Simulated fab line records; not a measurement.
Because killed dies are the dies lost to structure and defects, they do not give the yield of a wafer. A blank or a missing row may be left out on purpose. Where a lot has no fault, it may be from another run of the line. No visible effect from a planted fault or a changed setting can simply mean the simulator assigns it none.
fab line records + flow n5_finfet
record
- lots=7
- wafers=39
route steps=1938 shown BEOL_M0_SAQP@695 BEOL_M1@800 BEOL_M6@1212
start_h: start of the lot's first displayed wafer, in hours after the record's first day + wait_h: time in hours since the lot's previous step + " identical to the entry in the row above + L1.1+2: a single row standing in for several wafers + - no value, or no start was given + * or withheld: withheld + < > ~ a bound
route shown NAME@n: NAME is a module with steps in the file, n the number in the route of the first one + usual: average and standard deviation across the fault-free wafers + same: alike in all rows + chamber/n: place in a boat + sites: per-site readings + _std_site: their standard deviation + _edge_site: outer sites' mean less inner sites' + radius_mm: for every site, how far away it sits from the centre of the wafer + mask NAME#n: copy n + behind: the last tool/chamber to shape the wafer + hold: the reason the lot was held/the length of the hold in hours/how it ended + device: the transistor (n, p or np) that didn't switch + end of line: tests of these same wafers at the route's end + step lacking rows: just its recipe + killed: count of dies lost to structure and defects at first sort (not the wafer's yield) + map: a wafer's dies, marking killed ones x, the rest . and places with no die _
set.NAME: the run value of the setting; set.NAME@STEP: its run value at that earlier step + model.NAME: the simulator's own value behind a step, which no gauge read
one table per step and one row per wafer, for lots whose settings were changed on purpose
## steps
# step N5_BEOL_M0_SAQP_CUT_ETCH_46
# recipe
- chemistry=N2/H2
- target=SOC
- target_depth_a=1350
- overetch_a=270
- temp_c=40
- time_s=202.5
- ion_energy_ev=200
- mask_material=SiARC
- pressure_mtorr=30
- source_w=840
- bias_w=150
- n2_flow_sccm=200
- h2_flow_sccm=200
| lot.wafer | tool        | chamber | start_h | wait_h | set.time_s | model.SiARC_of_BEOL_M0_SAQP_COAT_72.thk_nm | model.BEOL_M0_SAQP.cd_nm |
|-----------|-------------|---------|---------|--------|------------|--------------------------------------------|--------------------------|
| L075.1    | rie_diel-06 | 2       | 121.45  | 0.0    | 269.4      | 2                                          | 31                       |
| L075.2    | "           | 0       | "       | "      | 202.5      | 5                                          | 29.6                     |
| L075.3    | "           | 3       | "       | "      | 269.4      | 1.8                                        | 31.4                     |
| L075.4    | "           | 0       | "       | "      | 202.5      | 5.2                                        | 29.4                     |
| L075.5    | "           | 2       | "       | "      | 269.4      | 1.8                                        | 31                       |
| L075.6    | "           | 3       | "       | "      | 202.5      | 5.2                                        | 29.8                     |
| L081.1    | rie_diel-05 | 2       | 164.45  | 0.0    | 124.2      | 8.8                                        | 28.8                     |
| L081.2    | "           | 0       | "       | "      | 202.5      | 4.8                                        | 30.2                     |
| L081.3+6  | "           | 1,3     | "       | "      | 124.2      | 8.8                                        | 28.6                     |
| L081.4    | "           | 3       | "       | "      | 202.5      | 5.2                                        | 30.2                     |
| L081.5    | "           | 0       | "       | "      | 202.5      | 4.6                                        | 30                       |
| L083.1+4  | rie_diel-06 | 3,0     | 173.30  | 0.0    | 202.5      | 5                                          | 29.8                     |
| L083.2    | "           | 2       | "       | "      | 202.5      | 5.2                                        | 29.6                     |
| L083.3    | "           | 1       | "       | "      | 202.5      | 4.8                                        | 29.8                     |
| L083.5    | "           | 3       | "       | "      | 202.5      | 5                                          | 29.6                     |
| L083.6    | "           | 0       | "       | "      | 202.5      | 5                                          | 30                       |
| L087.3    | rie_diel-05 | 1       | 192.09  | 0.0    | 202.5      | 4.8                                        | 29.6                     |
| L087.4    | "           | 2       | "       | "      | 202.5      | 5                                          | 30                       |
| L087.5    | "           | 1       | "       | "      | 202.5      | 4.8                                        | 29.8                     |
| L088.1    | rie_diel-06 | 3       | 196.24  | 0.0    | 146.6      | 7.8                                        | 29.2                     |
| L088.2    | "           | 2       | "       | "      | 146.6      | 7.8                                        | 28.8                     |
| L088.3    | "           | 0       | "       | "      | 202.5      | 5                                          | 29.8                     |
| L088.4    | "           | 1       | "       | "      | 202.5      | 4.8                                        | 30.4                     |
| L088.5    | "           | 3       | "       | "      | 146.6      | 7.8                                        | 29                       |
| L088.6    | "           | 0       | "       | "      | 202.5      | 5                                          | 30                       |
| L089.1    | rie_diel-05 | 2       | 200.95  | 0.0    | 163.8      | 7                                          | 29.6                     |
| L089.2+6  | "           | 1       | "       | "      | 202.5      | 5                                          | 29.8                     |
| L089.3+5  | "           | 0       | "       | "      | 163.8      | 6.6                                        | 29                       |
| L089.4    | "           | 3       | "       | "      | 202.5      | 5.2                                        | 30                       |
| L096.1    | rie_diel-02 | 1       | 244.50  | 0.0    | 202.5      | 4.8                                        | 30.4                     |
| L096.2    | "           | 0       | "       | "      | 202.5      | 4.6                                        | 30.2                     |
| L096.3+4  | "           | 2,3     | "       | "      | 202.5      | 4.8                                        | 30                       |
| L096.5+6  | "           | 0,3     | "       | "      | 202.5      | 4.8                                        | 30.2                     |
# step N5_BEOL_M0_SAQP_STRIP_74
# recipe
- chemistry=N2/H2
- temp_c=40
- n2_flow_sccm=200
- h2_flow_sccm=200
- rf_frequency_hz=6e+07
# step N5_BEOL_M0_SAQP_STRIP_89
# recipe
- chemistry=N2/H2
- temp_c=40
- n2_flow_sccm=200
- h2_flow_sccm=200
- rf_frequency_hz=6e+07
# step N5_BEOL_M0_SAQP_ALD_48
# recipe
- material=SiO2
- target_thk_a=200
- temp_c=100
- ald_precursor_family=BDEAS
- ald_co_reactant=O2-plasma
- pulse_time_s=1
- co_reactant_pulse_time_s=1
- purge_time_s=2
- co_reactant_purge_time_s=2
- ald_cycles=139
- pressure_torr=2
# step N5_BEOL_M0_SAQP_ETCH_49
# recipe
- chemistry=CF4/O2
- target_depth_a=370
- target=SiO2
- pressure_mtorr=40
- source_w=535
- bias_w=49
- Ar_flow_sccm=100
- cf4_flow_sccm=100
- O2_flow_sccm=10
- ion_energy_ev=100
| lot.wafer    | tool        | chamber | start_h | wait_h | set.time_s@BEOL_M0_SAQP_CUT_ETCH_46 | model.BEOL_M0_SAQP.cd_nm |
|--------------|-------------|---------|---------|--------|-------------------------------------|--------------------------|
| L075.1       | rie_diel-06 | 2       | 122.17  | 0.3    | 269.4                               | 31.2                     |
| L075.2       | "           | 0       | "       | "      | 202.5                               | 29.6                     |
| L075.3       | "           | 3       | "       | "      | 269.4                               | 31.4                     |
| L075.4       | "           | 0       | "       | "      | 202.5                               | 29.4                     |
| L075.5       | "           | 2       | "       | "      | 269.4                               | 31                       |
| L075.6       | "           | 3       | "       | "      | 202.5                               | 29.8                     |
| L081.1       | rie_diel-02 | 0       | 165.17  | 0.3    | 124.2                               | 28.8                     |
| L081.2+5     | "           | 3,1     | "       | "      | 202.5                               | 30                       |
| L081.3+6     | "           | 2,0     | "       | "      | 124.2                               | 28.6                     |
| L081.4       | "           | 1       | "       | "      | 202.5                               | 30.2                     |
| L083.1+3+4+6 | rie_diel-06 | 3,1,2,1 | 174.03  | 0.3    | 202.5                               | 29.8                     |
| L083.2+5     | "           | 0       | "       | "      | 202.5                               | 29.6                     |
| L087.3       | rie_diel-02 | 3       | 192.81  | 0.3    | 202.5                               | 29.6                     |
| L087.4       | "           | 0       | "       | "      | 202.5                               | 30.2                     |
| L087.5       | "           | 2       | "       | "      | 202.5                               | 29.8                     |
| L088.1       | rie_diel-05 | 3       | 196.97  | 0.3    | 146.6                               | 29.2                     |
| L088.2+5     | "           | 1       | "       | "      | 146.6                               | 28.8                     |
| L088.3+6     | "           | 2,3     | "       | "      | 202.5                               | 30                       |
| L088.4       | "           | 2       | "       | "      | 202.5                               | 30.4                     |
| L089.1       | rie_diel-05 | 2       | 201.68  | 0.3    | 163.8                               | 29.6                     |
| L089.2       | "           | 3       | "       | "      | 202.5                               | 29.8                     |
| L089.3+5     | "           | 0,2     | "       | "      | 163.8                               | 29                       |
| L089.4       | "           | 1       | "       | "      | 202.5                               | 30                       |
| L089.6       | "           | 3       | "       | "      | 202.5                               | 29.6                     |
| L096.1       | rie_diel-06 | 0       | 245.23  | 0.3    | 202.5                               | 30.4                     |
| L096.2+3+5+6 | "           | 3,2,3,0 | "       | "      | 202.5                               | 30.2                     |
| L096.4       | "           | 1       | "       | "      | 202.5                               | 30                       |
# step N5_BEOL_M1_TRENCH_ETCH_37
# recipe
- chemistry=C4F6/O2
- target_depth_a=552.07
- target=SiOC
- time_s=29
- ion_energy_ev=250
- pressure_mtorr=30
- source_w=355
- bias_w=185
- Ar_flow_sccm=300
- C4F6_flow_sccm=10
- O2_flow_sccm=10
| lot.wafer | tool        | chamber | start_h | wait_h | set.target_depth_a | model.BEOL_M1.feature_depth_nm | model.etch.depth_nm | model.TiN_of_BEOL_M1_HM_DEP_02.thk_nm |
|-----------|-------------|---------|---------|--------|--------------------|--------------------------------|---------------------|---------------------------------------|
| L075.1    | rie_diel-06 | 0       | -       | -      | 552.07             | 54.4                           | 54.37               | 17.6                                  |
| L075.2    | "           | 3       | "       | "      | 552.07             | 54.8                           | 54.74               | 17.8                                  |
| L075.3    | "           | 1       | "       | "      | 552.07             | 55.6                           | 55.54               | 18                                    |
| L075.4    | "           | 2       | "       | "      | 552.07             | 54.2                           | 54.15               | 17.8                                  |
| L075.5    | "           | 1       | "       | "      | 552.07             | 56                             | 55.96               | 18                                    |
| L075.6    | "           | 0       | "       | "      | 552.07             | 54.4                           | 54.38               | 17.8                                  |
| L083.1    | rie_diel-02 | 1       | -       | -      | 768.6              | 78.2                           | 78.15               | 16.2                                  |
| L083.2    | "           | 3       | "       | "      | 768.6              | 78                             | 78.06               | 16.4                                  |
| L083.3    | "           | 2       | "       | "      | 768.6              | 77.8                           | 77.8                | 16.2                                  |
| L083.4    | "           | 0       | "       | "      | 552.07             | 55.2                           | 55.16               | 17.2                                  |
| L083.5    | "           | 3       | "       | "      | 552.07             | 56.6                           | 56.51               | 17.2                                  |
| L083.6    | "           | 2       | "       | "      | 552.07             | 56                             | 55.96               | 17.2                                  |
| L081.1    | rie_diel-02 | 1       | -       | -      | 552.07             | 55.8                           | 55.73               | 17.8                                  |
| L081.2    | "           | 2       | "       | "      | 739.2              | 74.8                           | 74.71               | 17                                    |
| L081.3    | "           | 0       | "       | "      | 552.07             | 54.6                           | 54.63               | 17.8                                  |
| L081.4    | "           | 3       | "       | "      | 739.2              | 75                             | 74.9                | 17                                    |
| L081.5    | "           | 2       | "       | "      | 552.07             | 55                             | 55.06               | 17.8                                  |
| L081.6    | "           | 1       | "       | "      | 739.2              | 75                             | 75.09               | 17                                    |
| L087.3    | rie_diel-02 | 0       | -       | -      | 552.07             | 55.4                           | 55.31               | 17.4                                  |
| L087.4    | "           | 1       | "       | "      | 552.07             | 56.2                           | 56.29               | 17.6                                  |
| L087.5    | "           | 3       | "       | "      | 552.07             | 56.6                           | 56.61               | 17.4                                  |
| L089.1    | rie_diel-05 | 1       | -       | -      | 552.07             | 55.4                           | 55.33               | 17.6                                  |
| L089.2    | "           | 2       | "       | "      | 552.07             | 54.6                           | 54.63               | 17.6                                  |
| L089.3    | "           | 3       | "       | "      | 552.07             | 55.6                           | 55.65               | 17.4                                  |
| L089.4    | "           | 0       | "       | "      | 552.07             | 55.4                           | 55.48               | 17.6                                  |
| L089.5    | "           | 3       | "       | "      | 552.07             | 55.8                           | 55.83               | 17.2                                  |
| L089.6    | "           | 2       | "       | "      | 552.07             | 54.8                           | 54.75               | 17.6                                  |
| L088.1    | rie_diel-06 | 3       | -       | -      | 552.07             | 54.6                           | 54.5                | 17.6                                  |
| L088.2    | "           | 2       | "       | "      | 246.9              | 24                             | 24.09               | 18.8                                  |
| L088.3    | "           | 0       | "       | "      | 552.07             | 54                             | 54.09               | 17.8                                  |
| L088.4    | "           | 1       | "       | "      | 552.07             | 55.8                           | 55.88               | 17.6                                  |
| L088.5    | "           | 3       | "       | "      | 246.9              | 24.6                           | 24.56               | 19                                    |
| L088.6    | "           | 2       | "       | "      | 246.9              | 24.4                           | 24.37               | 19                                    |
| L096.1    | rie_diel-06 | 0       | -       | -      | 552.07             | 53.8                           | 53.75               | 17.6                                  |
| L096.2    | "           | 2       | "       | "      | 552.07             | 53.4                           | 53.37               | 17.6                                  |
| L096.3    | "           | 3       | "       | "      | 552.07             | 54.4                           | 54.43               | 17.4                                  |
| L096.4    | "           | 1       | "       | "      | 741.4              | 74                             | 73.98               | 17                                    |
| L096.5    | "           | 0       | "       | "      | 741.4              | 72.8                           | 72.71               | 16.6                                  |
| L096.6    | "           | 3       | "       | "      | 741.4              | 71.8                           | 71.7                | 16.8                                  |
# step N5_BEOL_M1_ETCH_41
# recipe
- chemistry=CH3F/O2
- target=SiCN
- target_depth_a=319
- taper_deg=2
- time_s=57.8
- ion_energy_ev=120
- mask_material=TiN
- pressure_mtorr=30
- source_w=395
- bias_w=75
- Ar_flow_sccm=150
- CH3F_flow_sccm=30
- O2_flow_sccm=20
# step N5_BEOL_M1_STRIP_97
# recipe
- chemistry=N2/H2
- time_s=10
- power_w=450
- temp_c=40
- pressure_mtorr=20
- rf_frequency_hz=6e+07
- bias_power_w=7
- n2_flow_sccm=200
- h2_flow_sccm=200
# step N5_BEOL_M1_OCD_MEAS_38
# usual
- trench_depth_nm=55.3/0.86
| lot.wafer | tool   | chamber | start_h | wait_h | set.target_depth_a@BEOL_M1_TRENCH_ETCH_37 | trench_depth_nm |
|-----------|--------|---------|---------|--------|-------------------------------------------|-----------------|
| L075.1    | ocd-01 | -       | 145.43  | -      | 552.07                                    | 54.3            |
| L075.2    | "      | -       | "       | "      | 552.07                                    | 54.1            |
| L075.3    | "      | -       | "       | "      | 552.07                                    | 55.1            |
| L075.4    | "      | -       | "       | "      | 552.07                                    | 54.5            |
| L075.5    | "      | -       | "       | "      | 552.07                                    | 55.6            |
| L075.6    | "      | -       | "       | "      | 552.07                                    | 54.5            |
| L083.1    | ocd-01 | -       | 215.26  | -      | 768.6                                     | 78.4            |
| L083.2    | "      | -       | "       | "      | 768.6                                     | 77.9            |
| L083.3    | "      | -       | "       | "      | 768.6                                     | 77.7            |
| L083.4    | "      | -       | "       | "      | 552.07                                    | 55.1            |
| L083.5    | "      | -       | "       | "      | 552.07                                    | 56.7            |
| L083.6    | "      | -       | "       | "      | 552.07                                    | 55.9            |
| L081.1    | ocd-01 | -       | 220.07  | -      | 552.07                                    | 56.1            |
| L081.2    | "      | -       | "       | "      | 739.2                                     | 75.1            |
| L081.3    | "      | -       | "       | "      | 552.07                                    | 54.9            |
| L081.4    | "      | -       | "       | "      | 739.2                                     | 75.0            |
| L081.5    | "      | -       | "       | "      | 552.07                                    | 54.8            |
| L081.6    | "      | -       | "       | "      | 739.2                                     | 74.7            |
| L087.3    | ocd-02 | -       | 239.37  | -      | 552.07                                    | 55.1            |
| L087.4    | "      | -       | "       | "      | 552.07                                    | 56.4            |
| L087.5    | "      | -       | "       | "      | 552.07                                    | 57.5            |
| L089.1    | ocd-02 | -       | 239.49  | -      | 552.07                                    | 55.3            |
| L089.2    | "      | -       | "       | "      | 552.07                                    | 54.8            |
| L089.3    | "      | -       | "       | "      | 552.07                                    | 55.3            |
| L089.4    | "      | -       | "       | "      | 552.07                                    | 55.8            |
| L089.5    | "      | -       | "       | "      | 552.07                                    | 56.0            |
| L089.6    | "      | -       | "       | "      | 552.07                                    | 54.7            |
| L088.1    | ocd-02 | -       | 242.90  | -      | 552.07                                    | 54.3            |
| L088.2    | "      | -       | "       | "      | 246.9                                     | 23.9            |
| L088.3    | "      | -       | "       | "      | 552.07                                    | 54.5            |
| L088.4    | "      | -       | "       | "      | 552.07                                    | 55.9            |
| L088.5    | "      | -       | "       | "      | 246.9                                     | 24.3            |
| L088.6    | "      | -       | "       | "      | 246.9                                     | 24.7            |
| L096.1    | ocd-02 | -       | 274.90  | -      | 552.07                                    | 53.6            |
| L096.2    | "      | -       | "       | "      | 552.07                                    | 53.1            |
| L096.3    | "      | -       | "       | "      | 552.07                                    | 54.4            |
| L096.4    | "      | -       | "       | "      | 741.4                                     | 74.4            |
| L096.5    | "      | -       | "       | "      | 741.4                                     | 72.3            |
| L096.6    | "      | -       | "       | "      | 741.4                                     | 71.7            |
# step N5_BEOL_M6_ETCH_62
# recipe
- chemistry=N2/H2
- target=SOC
- target_depth_a=1100
- overetch_a=220
- mask_material=SiARC
- temp_c=40
- time_s=165
- ion_energy_ev=200
- pressure_mtorr=30
- source_w=840
- bias_w=150
- n2_flow_sccm=200
- h2_flow_sccm=200
| lot.wafer  | tool        | chamber | start_h | wait_h | set.time_s | model.SiARC_of_BEOL_M6_COAT_60.thk_nm | model.BEOL_M6.cd_offset_nm |
|------------|-------------|---------|---------|--------|------------|---------------------------------------|----------------------------|
| L075.1+4   | rie_diel-01 | 2,3     | 228.03  | 0.0    | 103.6      | 30.8                                  | -1.4                       |
| L075.2     | "           | 0       | "       | "      | 103.6      | 31                                    | -1.4                       |
| L075.3     | "           | 3       | "       | "      | 165        | 28.4                                  | -0.2                       |
| L075.5+6   | "           | 0,2     | "       | "      | 165        | 28.4                                  | 0                          |
| L083.1     | rie_diel-03 | 0       | 275.74  | 0.0    | 165        | 28.2                                  | 1                          |
| L083.2     | "           | 3       | "       | "      | 80.14      | 31.6                                  | -1.6                       |
| L083.3     | "           | 1       | "       | "      | 165        | 28.2                                  | 0.6                        |
| L083.4     | "           | 2       | "       | "      | 165        | 28                                    | 0.8                        |
| L083.5     | "           | 2       | "       | "      | 80.14      | 31.4                                  | -1.6                       |
| L083.6     | "           | 1       | "       | "      | 80.14      | 31.6                                  | -1.2                       |
| L081.1     | rie_diel-01 | 1       | 292.45  | 0.0    | 165        | 28.2                                  | -0.4                       |
| L081.2     | "           | 2       | "       | "      | 165        | 28.4                                  | 0.2                        |
| L081.3     | "           | 0       | "       | "      | 165        | 28.4                                  | 0                          |
| L081.4     | "           | 3       | "       | "      | 165        | 28.4                                  | -0.6                       |
| L081.5     | "           | 0       | "       | "      | 165        | 28.4                                  | -0.4                       |
| L081.6     | "           | 3       | "       | "      | 165        | 28.2                                  | -0.2                       |
| L087.3     | rie_diel-04 | 2       | 322.14  | 0.0    | 165        | 28.2                                  | -0.4                       |
| L087.4     | "           | 2       | "       | "      | 165        | 28.4                                  | -0.4                       |
| L087.5     | "           | 1       | "       | "      | 165        | 28.4                                  | -0.2                       |
| L088.1     | rie_diel-04 | 1       | 338.42  | 0.0    | 165        | 28.2                                  | -0.8                       |
| L088.2+5+6 | "           | 3,3,1   | "       | "      | 165        | 28                                    | -0.8                       |
| L088.3     | "           | 2       | "       | "      | 165        | 28.2                                  | -0.4                       |
| L088.4     | "           | 2       | "       | "      | 165        | 28.2                                  | -0.6                       |
| L089.1     | rie_diel-01 | 1       | 338.77  | 0.0    | 165        | 28.4                                  | -0.4                       |
| L089.2     | "           | 0       | "       | "      | 165        | 28.6                                  | -0.4                       |
| L089.3     | "           | 2       | "       | "      | 105.3      | 31                                    | -1.4                       |
| L089.4     | "           | 1       | "       | "      | 105.3      | 31                                    | -1                         |
| L089.5     | "           | 0       | "       | "      | 105.3      | 30.8                                  | -1                         |
| L089.6     | "           | 2       | "       | "      | 165        | 28.6                                  | -0.6                       |
| L096.1     | rie_diel-03 | 0       | 385.77  | 0.0    | 227.3      | 25.8                                  | 0.6                        |
| L096.2     | "           | 1       | "       | "      | 227.3      | 25.8                                  | 0.8                        |
| L096.3     | "           | 2       | "       | "      | 165        | 28                                    | -0.2                       |
| L096.4     | "           | 2       | "       | "      | 165        | 28                                    | -0.8                       |
| L096.5     | "           | 1       | "       | "      | 165        | 28.2                                  | -0.4                       |
| L096.6     | "           | 0       | "       | "      | 227.3      | 26                                    | 0.6                        |
## key
split
- step=N5_BEOL_M0_SAQP_CUT_ETCH_46
- setting=time_s
- stated=202.5
- by=wafer
response
- step=N5_BEOL_M0_SAQP_CUT_ETCH_46
- reading=model.SiARC_of_BEOL_M0_SAQP_COAT_72.thk_nm
- change=-0.0999
- per=1%
- r=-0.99
response
- step=N5_BEOL_M0_SAQP_CUT_ETCH_46
- reading=model.BEOL_M0_SAQP.cd_nm
- change=+0.0403
- per=1%
- r=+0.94
response
- step=N5_BEOL_M0_SAQP_ETCH_49
- reading=model.BEOL_M0_SAQP.cd_nm
- change=+0.0408
- per=1%
- r=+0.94
split
- step=N5_BEOL_M1_TRENCH_ETCH_37
- setting=target_depth_a
- stated=552.07
- by=wafer
response
- step=N5_BEOL_M1_TRENCH_ETCH_37
- reading=model.BEOL_M1.feature_depth_nm
- change=+0.56
- per=1%
- r=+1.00
response
- step=N5_BEOL_M1_TRENCH_ETCH_37
- reading=model.etch.depth_nm
- change=+0.56
- per=1%
- r=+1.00
response
- step=N5_BEOL_M1_TRENCH_ETCH_37
- reading=model.TiN_of_BEOL_M1_HM_DEP_02.thk_nm
- change=-0.023
- per=1%
- r=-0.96
response
- step=N5_BEOL_M1_OCD_MEAS_38
- reading=trench_depth_nm
- change=+0.56
- per=1%
- r=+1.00
split
- step=N5_BEOL_M6_ETCH_62
- setting=time_s
- stated=165
- by=wafer
response
- step=N5_BEOL_M6_ETCH_62
- reading=model.SiARC_of_BEOL_M6_COAT_60.thk_nm
- change=-0.0645
- per=1%
- r=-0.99
response
- step=N5_BEOL_M6_ETCH_62
- reading=model.BEOL_M6.cd_offset_nm
- change=+0.0345
- per=1%
- r=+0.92
